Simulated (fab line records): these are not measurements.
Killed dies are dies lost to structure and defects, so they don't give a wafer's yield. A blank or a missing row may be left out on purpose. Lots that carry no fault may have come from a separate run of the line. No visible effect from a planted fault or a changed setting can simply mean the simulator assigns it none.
Comparing a struck lot with a sound one | flow n5 finfet | 23 steps out of a route of 1938
Sound: wafers L528.1, L528.2, L528.5. Struck: wafer L532.1; the same lot's L532.4 was not struck, so it is left out; see the end for the cause.
At each step with rows: each side's tool, then ch and its chambers, then its first start. Under that, the readings that differ: sound wafers | struck wafers | difference of the means | sigmas: that difference in standard deviations of wafers without a fault.
alike: readings whose means differ by less than 2 such deviations, and words and numbers that are the same on both sides. not compared: withheld readings, readings that some wafer has no value for, bounds like >300 that may hide the same value, and numbers for which the record gives no deviation and whose values overlap.
The two part at a step that has a row with sigmas, a row that says differs or no value, or rows on one side only. Non-overlapping numbers with no deviation appear without sigmas and do not part them. Lack of a reading on every wafer of one side parts them only where that side has two or more wafers.

first, 11 steps without rows for these wafers: N5_WELL_APT_OXIDE_STRIP_42 (strips SiO2 in dHF, time 45 s, target depth 12 nm); N5_WELL_APT_PRECLEAN_36 (cleans in O3/DIW, time 45 s); N5_WELL_APT_PRECLEAN_39 (cleans in dHF, time 60 s); N5_WELL_APT_SRD_37 (time 30 s); N5_WELL_APT_EPI_41 (deposits Si from SiH4/H2, target thk 50 nm, time 297.7 s); N5_PMOS_HMC_CHANNEL_EPI_HM_DEP_34 (deposits SiO2 from TEOS/O2, target thk 36 nm, time 6.9 s); N5_PMOS_HMC_CHANNEL_EPI_COAT_31 (time 60 s, resist thk 66 nm); N5_PMOS_HMC_CHANNEL_EPI_COAT_03 (resist thk 205 nm); N5_PMOS_HMC_CHANNEL_EPI_EBR_05; N5_PMOS_HMC_CHANNEL_EPI_SOFTBAKE_04 (time 60 s); N5_PMOS_HMC_CHANNEL_EPI_EXPOSE_06 (exposes mask PMOS HMC BLK, target cd 240 nm).
N5_PMOS_HMC_CHANNEL_EPI_PEB_07: peb time 60 s.
  sound on litho track-05 ch 0, day 4 05:14; struck on litho track-01 ch 0, day 5 05:32
  reading                  | sound             | struck | difference | sigmas
  heater power total W (W) | 174.1 177.2 177.2 | 185.6  | +9.4       | +6
  alike: chill plate temp C
then, 1 step without rows for these wafers: N5_PMOS_HMC_CHANNEL_EPI_DEVELOP_08 (develop time 30 s).
N5_PMOS_HMC_CHANNEL_EPI_CD_MEAS_09 targets a cd of 237.4 nm.
  sound on cd sem-03 ch 0, day 4 05:19; struck on cd sem-02 ch 0, day 5 05:37
  reading    | sound             | struck | difference | sigmas
  cd nm (nm) | 235.4 236.7 237.6 | 234.6  | -2.0       | -2
N5_PMOS_HMC_CHANNEL_EPI_DESCUM_14: chemistry O2, time 7.9 s.
  sound on rie diel-01 ch 2,3, day 4 05:24; struck on rie diel-01 ch 3, day 5 05:46
  reading                               | sound             | struck | difference | sigmas
  model.PMOS_HMC_CHANNEL_EPI.cd nm (nm) | 235.4 236.5 237.5 | 234.5  | -2.0       |
  alike: drypump motor current A, oes product au, rf vpp V, showerhead plenum p Torr, temp c, throttle valve pct
  not compared: rf hours counter h
then, 5 steps without rows for these wafers: N5_PMOS_HMC_CHANNEL_EPI_ETCH_32 (etches BARC in N2/H2, stops on SiO2, target depth 85.8 nm, time 50.3 s); N5_PMOS_HMC_CHANNEL_EPI_HM_OPEN_15 (chemistry CHF3/O2, target SiO2, target depth 40.6 nm, time 20.3 s); N5_PMOS_HMC_CHANNEL_EPI_STRIP_33 (strips in N2/H2); N5_PMOS_HMC_CHANNEL_EPI_STRIP_17 (strips in SPM, time 750 s); N5_PMOS_HMC_CHANNEL_EPI_ETCH_38 (etches SiO2 in CF4, target depth 1.5 nm).
N5_PMOS_HMC_CHANNEL_EPI_FIN_RECESS_16: chemistry HBr/Cl2, target Si, target depth 54 nm, time 18 s.
  sound on rie si-04 ch 0,1,2, day 4 05:52; struck on rie si-05 ch 0, day 5 06:13
  reading                               | sound             | struck | difference | sigmas
  model.PMOS_HMC_CHANNEL_EPI.cd nm (nm) | 237.8 239.2 240.3 | 237.4  | -1.7       |
  alike: drypump motor current A, oes product au, throttle valve pct
  not compared: rf hours counter h
then, 1 step without rows for these wafers: N5_PMOS_HMC_CHANNEL_EPI_PRECLEAN_36 (cleans in O3/DIW, time 45 s).
-- the record jumps here: 8 days lie between the struck wafers' starts before and after (it left off in module PMOS_HMC_CHANNEL_EPI and takes up again in module BEOL_M4, whose first step shown is number 1111 of the route) --
N5_BEOL_M4_RC_MEAS_101:
  sound on prober-02 ch 0, day 12 00:25; struck on prober-02 ch 0, day 13 14:07
  reading       | sound       | struck | difference | sigmas
  ION_P (uA/um) | 473 464 467 | 448    | -20        | -3
  alike: DIBL_N, DIBL_P, IOFF_N, IOFF_P, ION_N, SS_N, SS_P, VT_N, VT_P

## WHERE THEY PART
First at N5_PMOS_HMC_CHANNEL_EPI_PEB_07; last, within this record, at N5_BEOL_M4_RC_MEAS_101.

WHY: what had been put in by the simulator
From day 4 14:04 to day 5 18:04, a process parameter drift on litho track-01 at N5_PMOS_HMC_CHANNEL_EPI_PEB_07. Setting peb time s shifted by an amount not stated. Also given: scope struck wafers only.
